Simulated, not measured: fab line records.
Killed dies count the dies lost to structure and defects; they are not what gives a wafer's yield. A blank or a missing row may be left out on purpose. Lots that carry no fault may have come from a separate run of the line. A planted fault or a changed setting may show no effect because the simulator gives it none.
Which of the tools did it?    flow nand-harc    24 lots, 72 wafers sampled, at 6 steps of a route of 1159

## WHAT EACH GAUGE READ, for each wafer
Not one reading of a measure or inspect step in the record can be checked against a usual standard deviation.

## WHICH TOOL RAN EACH LOT (tool, then ch and the chambers of the sampled wafers, then the start)
lot   NHARC_A_STAIRCASE_TRIM_220          NHARC_A_STAIRCASE_STRIP_238           NHARC_A_STAIRCASE_HM_OPEN_460                  NHARC_A_STAIRCASE_CMP_450      NHARC_A_SLIT_ETCH_29                NHARC_A_WL_FILL_ETCHBACK_05
L074  rie-diel-04 ch 1,2, day 11 05:43    plasma-asher-02 ch 1, day 11 07:56    rie-diel-12 ch 0,2,3, day 13 14:10 or earlier  cmp-01 ch 1,2,3, day 13 14:10  rie-diel-10 ch 0,1,2, day 14 10:36  rie-metal-02 ch 1, day 15 01:04
L076  rie-diel-04 ch 0,1,2, day 11 14:22  plasma-asher-01 ch 0,1, day 11 16:35  rie-diel-11 ch 1,3, day 13 23:48 or earlier    cmp-04 ch 1,2,3, day 13 23:48  rie-diel-10 ch 0,2,3, day 14 18:19  rie-metal-02 ch 0,1, day 15 12:23
L075  rie-diel-04 ch 0,1,3, day 11 15:15  plasma-asher-02 ch 0,1, day 11 17:36  rie-diel-12 ch 0,2,3, day 13 23:32 or earlier  cmp-01 ch 1,2,3, day 13 23:32  rie-diel-09 ch 0,3, day 14 21:53    rie-metal-01 ch 0,1, day 15 13:02
L078  rie-diel-11 ch 1,2, day 12 01:53    plasma-asher-02 ch 0,1, day 12 04:05  rie-diel-12 ch 1,2,3, day 14 12:10 or earlier  cmp-04 ch 0,3, day 14 12:10    rie-diel-09 ch 0,3, day 15 06:07    rie-metal-03 ch 0,1, day 15 18:16
L077  rie-diel-04 ch 0,1,2, day 12 03:01  plasma-asher-02 ch 0,1, day 12 05:59  rie-diel-11 ch 1,2, day 14 12:23 or earlier    cmp-02 ch 0,1, day 14 12:23    rie-diel-07 ch 0,1,2, day 15 05:29  rie-metal-02 ch 0,1, day 15 18:17
L079  rie-diel-04 ch 0,2,3, day 12 12:07  plasma-asher-02 ch 0,1, day 12 14:34  rie-diel-04 ch 0,2,3, day 15 00:56 or earlier  cmp-01 ch 0,1,3, day 15 00:56  rie-diel-07 ch 0,1,2, day 15 16:16  rie-metal-02 ch 0,1, day 16 05:03
L081  rie-diel-11 ch 2,3, day 12 17:20    plasma-asher-02 ch 0,1, day 12 20:07  rie-diel-11 ch 0,1,3, day 15 14:45 or earlier  cmp-01 ch 0,1, day 15 14:45    rie-diel-07 ch 2,3, day 16 15:51    rie-metal-03 ch 0,1, day 17 05:52
L080  rie-diel-11 ch 0,1,2, day 12 17:35  plasma-asher-02 ch 0,1, day 12 20:21  rie-diel-12 ch 0,3, day 15 14:52 or earlier    cmp-02 ch 1,2,3, day 15 14:52  rie-diel-10 ch 0,3, day 16 10:09    rie-metal-02 ch 0,1, day 16 22:50
L082  rie-diel-12 ch 0,2, day 13 13:28    plasma-asher-02 ch 0,1, day 13 15:38  rie-diel-04 ch 1,2,3, day 16 01:21 or earlier  cmp-02 ch 0,1, day 16 01:21    rie-diel-07 ch 0,1, day 16 18:01    rie-metal-03 ch 0,1, day 17 08:29
L083  rie-diel-04 ch 0,3, day 13 14:16    plasma-asher-01 ch 0,1, day 13 17:23  rie-diel-04 ch 0,1,3, day 16 01:08 or earlier  cmp-01 ch 0,1,2, day 16 01:08  rie-diel-07 ch 0,1,2, day 16 19:38  rie-metal-01 ch 0,1, day 17 12:32
L085  rie-diel-04 ch 1,3, day 14 02:37    plasma-asher-02 ch 1, day 14 04:48    rie-diel-11 ch 0,2, day 16 14:08 or earlier    cmp-02 ch 0,2,3, day 16 14:08  rie-diel-10 ch 0,2, day 17 11:54    rie-metal-02 ch 1, day 18 01:08
L087  rie-diel-12 ch 0,1,3, day 14 11:37  plasma-asher-02 ch 0,1, day 14 14:10  rie-diel-11 ch 2,3, day 16 21:19 or earlier    cmp-01 ch 0,3, day 16 21:19    rie-diel-10 ch 1,2,3, day 17 16:16  rie-metal-02 ch 0,1, day 18 06:01
L086  rie-diel-11 ch 0,2,3, day 14 13:43  plasma-asher-02 ch 0,1, day 14 15:58  rie-diel-11 ch 1,2, day 16 21:20 or earlier    cmp-04 ch 2,3, day 16 21:20    rie-diel-10 ch 1,2, day 17 17:59    rie-metal-03 ch 0,1, day 18 08:19
L089  rie-diel-04 ch 2,3, day 14 19:53    plasma-asher-01 ch 0,1, day 14 22:22  rie-diel-04 ch 0,2,3, day 17 09:13 or earlier  cmp-04 ch 0,1,3, day 17 09:13  rie-diel-09 ch 0,2,3, day 18 02:41  rie-metal-02 ch 0,1, day 18 14:04
L084  rie-diel-04 ch 1,2,3, day 14 20:43  plasma-asher-02 ch 0,1, day 14 23:14  rie-diel-12 ch 0,2,3, day 17 07:30 or earlier  cmp-02 ch 0,1,3, day 17 07:30  rie-diel-10 ch 0,2,3, day 18 01:01  rie-metal-01 ch 0,1, day 18 13:49
L088  rie-diel-04 ch 0,1,2, day 15 01:01  plasma-asher-02 ch 0, day 15 03:10    rie-diel-04 ch 0,3, day 17 10:22 or earlier    cmp-02 ch 2,3, day 17 10:22    rie-diel-09 ch 1,3, day 18 01:08    rie-metal-02 ch 0,1, day 18 19:24
L090  rie-diel-11 ch 0,1,3, day 15 06:32  plasma-asher-01 ch 0,1, day 15 08:49  rie-diel-12 ch 0,1,3, day 17 18:29 or earlier  cmp-02 ch 0,2,3, day 17 18:29  rie-diel-10 ch 0,1,2, day 18 11:40  rie-metal-02 ch 0,1, day 19 00:29
L093  rie-diel-11 ch 1,3, day 15 18:11    plasma-asher-01 ch 0,1, day 15 20:18  rie-diel-12 ch 0,3, day 18 08:20 or earlier    cmp-04 ch 0,2,3, day 18 08:20  rie-diel-10 ch 0,1,3, day 19 02:27  rie-metal-02 ch 0,1, day 19 15:14
L091  rie-diel-04 ch 0,2,3, day 15 19:22  plasma-asher-02 ch 0,1, day 15 21:30  rie-diel-12 ch 0,3, day 18 07:39 or earlier    cmp-02 ch 0,1,3, day 18 07:39  rie-diel-10 ch 0,2,3, day 19 00:29  rie-metal-01 ch 0,1, day 19 15:13
L094  rie-diel-12 ch 1,2, day 15 19:41    plasma-asher-02 ch 0, day 15 22:08    rie-diel-12 ch 1,2,3, day 18 08:04 or earlier  cmp-02 ch 0,2,3, day 18 08:04  rie-diel-07 ch 0,1,2, day 19 00:41  rie-metal-03 ch 0,1, day 19 17:59
L092  rie-diel-11 ch 1,2, day 16 00:55    plasma-asher-01 ch 0,1, day 16 03:22  rie-diel-12 ch 0,3, day 18 18:13 or earlier    cmp-04 ch 0,2, day 18 18:13    rie-diel-10 ch 1,2,3, day 19 10:37  rie-metal-01 ch 0,1, day 19 23:19
L096  rie-diel-04 ch 0,2,3, day 16 16:20  plasma-asher-02 ch 0,1, day 16 20:11  rie-diel-11 ch 0,2,3, day 19 13:36 or earlier  cmp-02 ch 0,1,3, day 19 13:36  rie-diel-10 ch 0,1,3, day 20 06:14  rie-metal-03 ch 0,1, day 20 19:04
L097  rie-diel-04 ch 1,2, day 16 23:08    plasma-asher-01 ch 1, day 17 01:40    rie-diel-12 ch 0,2,3, day 19 13:39 or earlier  cmp-04 ch 0,1,2, day 19 13:39  rie-diel-07 ch 1,2,3, day 20 07:55  rie-metal-03 ch 0,1, day 20 21:52
L095  rie-diel-11 ch 0,1,3, day 17 03:03  plasma-asher-01 ch 0,1, day 17 06:09  rie-diel-12 ch 0,1,2, day 19 15:02 or earlier  cmp-01 ch 0,1,3, day 19 15:02  rie-diel-10 ch 1,2,3, day 20 07:24  rie-metal-02 ch 0,1, day 20 19:04
- NHARC_A_STAIRCASE_TRIM_220: chemistry O2, time 211.2 s.
- NHARC_A_STAIRCASE_STRIP_238: strips in O2.
- NHARC_A_STAIRCASE_HM_OPEN_460: chemistry O2/COS.
- NHARC_A_STAIRCASE_CMP_450: polishes SiO2, target thk 200 nm.
- NHARC_A_SLIT_ETCH_29: etches the open film in CF4/O2, target depth 100 nm, overetch 10 nm, time 55 s.
- NHARC_A_WL_FILL_ETCHBACK_05: etches the open film in Cl2/BCl3, target depth 22 nm, time 60 s.

## AS READ BY THE TOOLS THEMSELVES (means over the sampled wafers that have a number; for cases with no such wafer, the mark the record gives instead)
NHARC_A_STAIRCASE_TRIM_220. Usual: drypump-motor-current-A 5.6 A, standard deviation 0.52; oes-product-au 1.002 a.u., standard deviation 0.0069; rf-vpp-V 57.7 V, standard deviation 0.91; showerhead-plenum-p-Torr 3.48 Torr, standard deviation 0.15; throttle-valve-pct 17.036 %, standard deviation 0.009.
lot   tool         drypump-motor-current-A (A)  oes-product-au (a.u.)  rf-vpp-V (V)  showerhead-plenum-p-Torr (Torr)  throttle-valve-pct (%)  flag
L074  rie-diel-04  6.0                          1.009                  57.6          3.43                             17.034                  
L076  rie-diel-04  5.7                          0.998                  58.6          3.40                             17.030                  
L075  rie-diel-04  5.5                          1.001                  57.5          3.47                             17.039                  
L078  rie-diel-11  5.3                          1.002                  57.7          3.59                             17.036                  
L077  rie-diel-04  5.6                          0.993                  57.4          3.39                             17.042                  
L079  rie-diel-04  5.3                          1.004                  57.8          3.48                             17.040                  
L081  rie-diel-11  5.5                          0.999                  58.6          3.73                             17.047                  
L080  rie-diel-11  5.4                          1.004                  57.5          3.45                             17.037                  
L082  rie-diel-12  5.8                          0.993                  57.1          3.52                             17.034                  
L083  rie-diel-04  5.2                          1.003                  58.2          3.54                             17.033                  
L085  rie-diel-04  5.6                          1.000                  58.8          3.57                             17.030                  
L087  rie-diel-12  5.6                          0.995                  58.5          3.50                             17.037                  
L086  rie-diel-11  5.3                          1.004                  58.5          3.57                             17.041                  
L089  rie-diel-04  5.6                          1.005                  57.5          3.51                             17.035                  
L084  rie-diel-04  5.7                          1.006                  57.6          3.50                             17.047                  
L088  rie-diel-04  5.7                          0.997                  57.3          3.38                             17.026                  
L090  rie-diel-11  5.8                          1.011                  57.5          3.46                             17.039                  
L093  rie-diel-11  6.3                          1.007                  58.0          3.48                             17.047                  
L091  rie-diel-04  5.3                          0.996                  57.7          3.46                             17.048                  
L094  rie-diel-12  5.3                          0.996                  57.1          3.40                             17.034                  
L092  rie-diel-11  5.4                          1.004                  57.5          3.57                             17.038                  
L096  rie-diel-04  5.4                          0.999                  57.5          3.46                             17.028                  
L097  rie-diel-04  5.9                          1.004                  56.8          3.42                             17.026                  
L095  rie-diel-11  5.8                          1.007                  59.0          3.63                             17.038                  

NHARC_A_STAIRCASE_STRIP_238. Usual: drypump-motor-current-A 5.4 A, standard deviation 0.38; heater-power-w 315 W, standard deviation 13.
lot   tool             drypump-motor-current-A (A)  heater-power-w (W)  flag
L074  plasma-asher-02  5.1                          311                 
L076  plasma-asher-01  5.2                          301                 
L075  plasma-asher-02  5.6                          319                 
L078  plasma-asher-02  5.6                          324                 
L077  plasma-asher-02  5.6                          329                 
L079  plasma-asher-02  5.6                          319                 
L081  plasma-asher-02  5.5                          328                 
L080  plasma-asher-02  5.3                          317                 
L082  plasma-asher-02  5.3                          319                 
L083  plasma-asher-01  5.3                          308                 
L085  plasma-asher-02  5.1                          310                 
L087  plasma-asher-02  5.4                          317                 
L086  plasma-asher-02  5.3                          318                 
L089  plasma-asher-01  5.1                          306                 
L084  plasma-asher-02  5.6                          325                 
L088  plasma-asher-02  5.8                          328                 
L090  plasma-asher-01  5.3                          306                 
L093  plasma-asher-01  5.4                          312                 
L091  plasma-asher-02  5.3                          317                 
L094  plasma-asher-02  5.9                          330                 
L092  plasma-asher-01  5.4                          304                 
L096  plasma-asher-02  5.6                          320                 
L097  plasma-asher-01  4.9                          299                 
L095  plasma-asher-01  5.2                          299                 

NHARC_A_STAIRCASE_HM_OPEN_460. Usual: drypump-motor-current-A 5.6 A, standard deviation 0.48; oes-product-au 1.000 a.u., standard deviation 0.0073; rf-vpp-V 466.9 V, standard deviation 2.8; showerhead-plenum-p-Torr 3.11 Torr, standard deviation 0.13; throttle-valve-pct 28.329 %, standard deviation 0.0094.
lot   tool         drypump-motor-current-A (A)  oes-product-au (a.u.)  rf-vpp-V (V)  showerhead-plenum-p-Torr (Torr)  throttle-valve-pct (%)  flag
L074  rie-diel-12  5.8                          0.990                  467.9         3.16                             28.331                  
L076  rie-diel-11  6.2                          0.996                  466.9         3.09                             28.325                  
L075  rie-diel-12  5.8                          1.001                  467.9         3.16                             28.319                  
L078  rie-diel-12  5.5                          1.009                  466.3         3.11                             28.332                  
L077  rie-diel-11  5.3                          0.996                  467.1         3.17                             28.333                  
L079  rie-diel-04  5.3                          0.997                  465.9         3.08                             28.325                  
L081  rie-diel-11  5.8                          1.011                  466.0         3.07                             28.334                  
L080  rie-diel-12  5.9                          0.999                  469.1         3.20                             28.323                  
L082  rie-diel-04  5.7                          1.008                  465.9         3.10                             28.329                  
L083  rie-diel-04  5.5                          0.998                  465.3         3.06                             28.327                  
L085  rie-diel-11  4.9                          1.002                  467.7         3.14                             28.323                  
L087  rie-diel-11  5.2                          1.009                  469.9         3.28                             28.323                  
L086  rie-diel-11  5.9                          1.011                  465.4         3.06                             28.329                  
L089  rie-diel-04  5.3                          1.003                  466.6         3.07                             28.337                  
L084  rie-diel-12  5.9                          0.996                  468.0         3.15                             28.336                  
L088  rie-diel-04  5.1                          0.996                  465.4         3.03                             28.333                  
L090  rie-diel-12  5.6                          0.995                  466.4         3.09                             28.329                  
L093  rie-diel-12  5.9                          0.997                  468.4         3.18                             28.335                  
L091  rie-diel-12  5.8                          0.999                  468.4         3.14                             28.327                  
L094  rie-diel-12  5.5                          0.995                  467.1         3.09                             28.323                  
L092  rie-diel-12  5.8                          1.007                  467.5         3.14                             28.332                  
L096  rie-diel-11  5.2                          1.005                  471.8         3.31                             28.338                  
L097  rie-diel-12  5.9                          0.997                  466.9         3.14                             28.331                  
L095  rie-diel-12  5.5                          1.003                  465.5         3.05                             28.332                  

NHARC_A_STAIRCASE_CMP_450. Usual: motor-current-A 12.0 A, standard deviation 1.
lot   tool    motor-current-A (A)  flag
L074  cmp-01  11.7                 
L076  cmp-04  12.1                 
L075  cmp-01  11.4                 
L078  cmp-04  11.8                 
L077  cmp-02  12.1                 
L079  cmp-01  11.9                 
L081  cmp-01  11.1                 
L080  cmp-02  11.9                 
L082  cmp-02  12.5                 
L083  cmp-01  11.1                 
L085  cmp-02  12.3                 
L087  cmp-01  12.1                 
L086  cmp-04  13.2                 
L089  cmp-04  11.7                 
L084  cmp-02  12.3                 
L088  cmp-02  11.9                 
L090  cmp-02  12.7                 
L093  cmp-04  12.3                 
L091  cmp-02  12.3                 
L094  cmp-02  12.2                 
L092  cmp-04  13.3                 
L096  cmp-02  12.3                 
L097  cmp-04  12.7                 
L095  cmp-01  11.7                 

NHARC_A_SLIT_ETCH_29. Usual: drypump-motor-current-A 5.8 A, standard deviation 0.4; oes-product-au 0.999 a.u., standard deviation 0.0077; rf-vpp-V 197.2 V, standard deviation 0.88; showerhead-plenum-p-Torr 1.302 Torr, standard deviation 0.027; throttle-valve-pct 13.397 %, standard deviation 0.0095.
lot   tool         drypump-motor-current-A (A)  oes-product-au (a.u.)  rf-vpp-V (V)  showerhead-plenum-p-Torr (Torr)  throttle-valve-pct (%)  flag
L074  rie-diel-10  5.6                          0.991                  197.2         1.303                            13.384                  
L076  rie-diel-10  5.8                          0.989                  197.0         1.284                            13.390                  
L075  rie-diel-09  6.1                          0.987                  198.0         1.317                            13.396                  
L078  rie-diel-09  6.1                          0.993                  197.8         1.317                            13.404                  
L077  rie-diel-07  5.5                          0.998                  198.3         1.319                            13.403                  
L079  rie-diel-07  5.6                          1.003                  197.2         1.319                            13.399                  
L081  rie-diel-07  5.7                          1.008                  197.8         1.319                            13.406                  
L080  rie-diel-10  5.6                          1.005                  196.8         1.276                            13.405                  
L082  rie-diel-07  5.7                          0.998                  197.4         1.305                            13.398                  
L083  rie-diel-07  5.5                          1.001                  197.7         1.319                            13.389                  
L085  rie-diel-10  5.6                          1.006                  197.1         1.295                            13.399                  
L087  rie-diel-10  5.9                          1.000                  196.7         1.290                            13.393                  
L086  rie-diel-10  5.7                          1.008                  196.9         1.309                            13.396                  
L089  rie-diel-09  6.2                          0.992                  197.8         1.326                            13.401                  
L084  rie-diel-10  5.9                          1.005                  196.9         1.283                            13.395                  
L088  rie-diel-09  6.1                          0.991                  198.0         1.319                            13.396                  
L090  rie-diel-10  5.6                          1.010                  197.0         1.301                            13.394                  
L093  rie-diel-10  5.7                          0.993                  197.7         1.282                            13.399                  
L091  rie-diel-10  5.8                          0.997                  196.6         1.283                            13.399                  
L094  rie-diel-07  5.6                          1.000                  197.3         1.317                            13.401                  
L092  rie-diel-10  5.8                          1.005                  196.6         1.290                            13.397                  
L096  rie-diel-10  5.7                          1.001                  196.6         1.282                            13.395                  
L097  rie-diel-07  5.8                          1.009                  197.7         1.315                            13.390                  
L095  rie-diel-10  5.9                          0.999                  196.6         1.289                            13.392                  

NHARC_A_WL_FILL_ETCHBACK_05. Usual: drypump-motor-current-A 6.3 A, standard deviation 0.35; oes-product-au 0.999 a.u., standard deviation 0.0075.
lot   tool          drypump-motor-current-A (A)  oes-product-au (a.u.)  flag
L074  rie-metal-02  5.7                          1.002                  
L076  rie-metal-02  6.3                          1.006                  
L075  rie-metal-01  6.5                          0.995                  
L078  rie-metal-03  6.3                          0.999                  
L077  rie-metal-02  6.0                          0.995                  
L079  rie-metal-02  6.0                          0.997                  
L081  rie-metal-03  6.3                          0.998                  
L080  rie-metal-02  6.3                          0.994                  
L082  rie-metal-03  6.3                          0.995                  
L083  rie-metal-01  6.5                          0.993                  
L085  rie-metal-02  5.7                          1.000                  
L087  rie-metal-02  6.3                          1.002                  
L086  rie-metal-03  6.3                          1.005                  
L089  rie-metal-02  6.0                          1.003                  
L084  rie-metal-01  6.5                          0.990                  
L088  rie-metal-02  6.2                          0.988                  
L090  rie-metal-02  6.2                          1.005                  
L093  rie-metal-02  6.0                          0.985                  
L091  rie-metal-01  6.5                          0.989                  
L094  rie-metal-03  6.3                          1.002                  
L092  rie-metal-01  6.4                          0.999                  
L096  rie-metal-03  6.3                          1.003                  
L097  rie-metal-03  6.3                          1.006                  
L095  rie-metal-02  6.3                          0.994                  

## THE ANSWER, worked out from the rows above alone
Rule: a lot is off if the mean of its wafers that have a number lies more than 3 standard deviations from the usual mean. A lot without any number at a reading at which 4 lots or more have one is off too. All remaining lots with rows at the step are treated as sound. First the gauges in route order, then the tools' own readings, where a lot's mean is used as printed above. The first step at which some lot is off is used, and at that step the reading that is off furthest; a lot without a number counts as furthest.
Across all readings shown, no lot is off: no conclusion can be drawn from this.

## WHAT WAS PUT IN BY THE SIMULATOR
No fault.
